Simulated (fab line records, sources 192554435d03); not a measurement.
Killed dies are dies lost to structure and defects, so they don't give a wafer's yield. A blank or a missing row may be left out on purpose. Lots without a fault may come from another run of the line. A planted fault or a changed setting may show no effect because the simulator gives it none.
A struck lot beside a sound one | flow n5_finfet | 27 steps out of a route of 1938
Sound: wafers L975.1, L975.2, L975.6. Struck: wafer L983.1. (L983.3, L983.4 of the same lot were not struck and are left out.) The cause comes at the end.
At each step with rows: each side's tool, then ch and its chambers, then its first start. Under that, the readings that differ: sound wafers | struck wafers | difference of the means | sigmas: that difference in standard deviations of wafers without a fault.
alike: readings whose means differ by less than 2 such deviations, and words and numbers that are the same on both sides. not compared: withheld readings, readings that some wafer has no value for, bounds like >300 that may hide the same value, and numbers for which the record gives no deviation and whose values overlap.
The two part at a step that has a row with sigmas, a row that says differs or no value, or rows on one side only. Numbers that don't overlap but have no deviation are shown without sigmas and don't part them. A reading that every wafer of one side lacks parts them only if that side has two wafers or more.

first, 9 steps without rows for these wafers: N5_WELL_APT_EXPOSE_22 (exposes mask PWELL, defocus 0 nm, target cd 200 nm); N5_WELL_APT_PEB_23 (peb time 90 s); N5_WELL_APT_DEVELOP_24 (develop time 45 s); N5_WELL_APT_HARDBAKE_29 (time 120 s); N5_WELL_APT_DESCUM_30 (chemistry O2, time 7.9 s); N5_WELL_APT_IMPLANT_31; N5_WELL_APT_IMPLANT_32; N5_WELL_APT_STRIP_33 (strips in SPM, time 900 s); N5_WELL_APT_RTA_34 (time 10 s).
N5_WELL_APT_OXIDE_STRIP_42: strips SiO2 in dHF, time 45 s, target depth 12 nm.
  sound on wet_bench-03 ch 1,2,4, day 3 04:20; struck on wet_bench-03 ch 6, day 5 03:52
  alike: temp_c
then, 4 steps without rows for these wafers: N5_WELL_APT_PRECLEAN_36 (cleans in O3/DIW, time 45 s); N5_WELL_APT_PRECLEAN_39 (cleans in dHF, time 60 s); N5_WELL_APT_SRD_37 (time 30 s); N5_WELL_APT_EPI_41 (deposits Si from SiH4/H2, target thk 50 nm, time 297.7 s).
N5_WELL_APT_INSPECT_38: inspects for defects (darkfield).
  sound on defect_inspect-02, day 3 05:16; struck on defect_inspect-01, day 5 04:37
  reading          | sound  | struck | difference | sigmas
  raw_defect_count | 4 4 10 | 1446   | +1440      | +99 or more
then, 8 steps without rows for these wafers: N5_PMOS_HMC_CHANNEL_EPI_HM_DEP_34 (deposits SiO2 from TEOS/O2, target thk 36 nm, time 6.9 s); N5_PMOS_HMC_CHANNEL_EPI_COAT_31 (time 60 s, resist thk 66 nm); N5_PMOS_HMC_CHANNEL_EPI_COAT_03 (resist thk 205 nm); N5_PMOS_HMC_CHANNEL_EPI_EBR_05; N5_PMOS_HMC_CHANNEL_EPI_SOFTBAKE_04 (time 60 s); N5_PMOS_HMC_CHANNEL_EPI_EXPOSE_06 (exposes mask PMOS HMC BLK, target cd 240 nm); N5_PMOS_HMC_CHANNEL_EPI_PEB_07 (peb time 60 s); N5_PMOS_HMC_CHANNEL_EPI_DEVELOP_08 (develop time 30 s).
N5_PMOS_HMC_CHANNEL_EPI_INSPECT_11: inspects for defects (macro).
  sound on defect_inspect-01, day 3 05:46; struck on defect_inspect-02, day 5 05:07
  reading          | sound | struck | difference | sigmas
  raw_defect_count | 0 2 1 | >300   | differs    |
then, 1 step without rows for these wafers: N5_PMOS_HMC_CHANNEL_EPI_DESCUM_14 (chemistry O2, time 7.9 s).
-- the record jumps here: 6 days lie between the struck wafers' starts before and after (it left off in module PMOS_HMC_CHANNEL_EPI and takes up again in module BEOL_M4, whose first step shown is number 1111 of the route) --
N5_BEOL_M4_RC_MEAS_101:
  sound on prober-01 ch 0, day 9 12:46; struck on prober-01 ch 0, day 11 09:48
  reading   | sound             | struck | difference | sigmas
  VT_N (mV) | 253.0 254.3 251.2 | 247.3  | -5.5       | -2
  alike: DIBL_N, DIBL_P, IOFF_N, IOFF_P, ION_N, ION_P, SS_N, SS_P, VT_P
-- the record jumps here: 5 days lie between the struck wafers' starts before and after (it left off in module BEOL_M4 and takes up again in module PASSIVATION, whose first step shown is number 1936 of the route) --
N5_PASSIVATION_PROBE_49:
  the record has rows for the struck wafers here (prober-02, day 16 00:58) and none for the sound ones

WHERE THEY PART
First at N5_WELL_APT_INSPECT_38; last, within this record, at N5_PASSIVATION_PROBE_49.

WHY: what the simulator had put in
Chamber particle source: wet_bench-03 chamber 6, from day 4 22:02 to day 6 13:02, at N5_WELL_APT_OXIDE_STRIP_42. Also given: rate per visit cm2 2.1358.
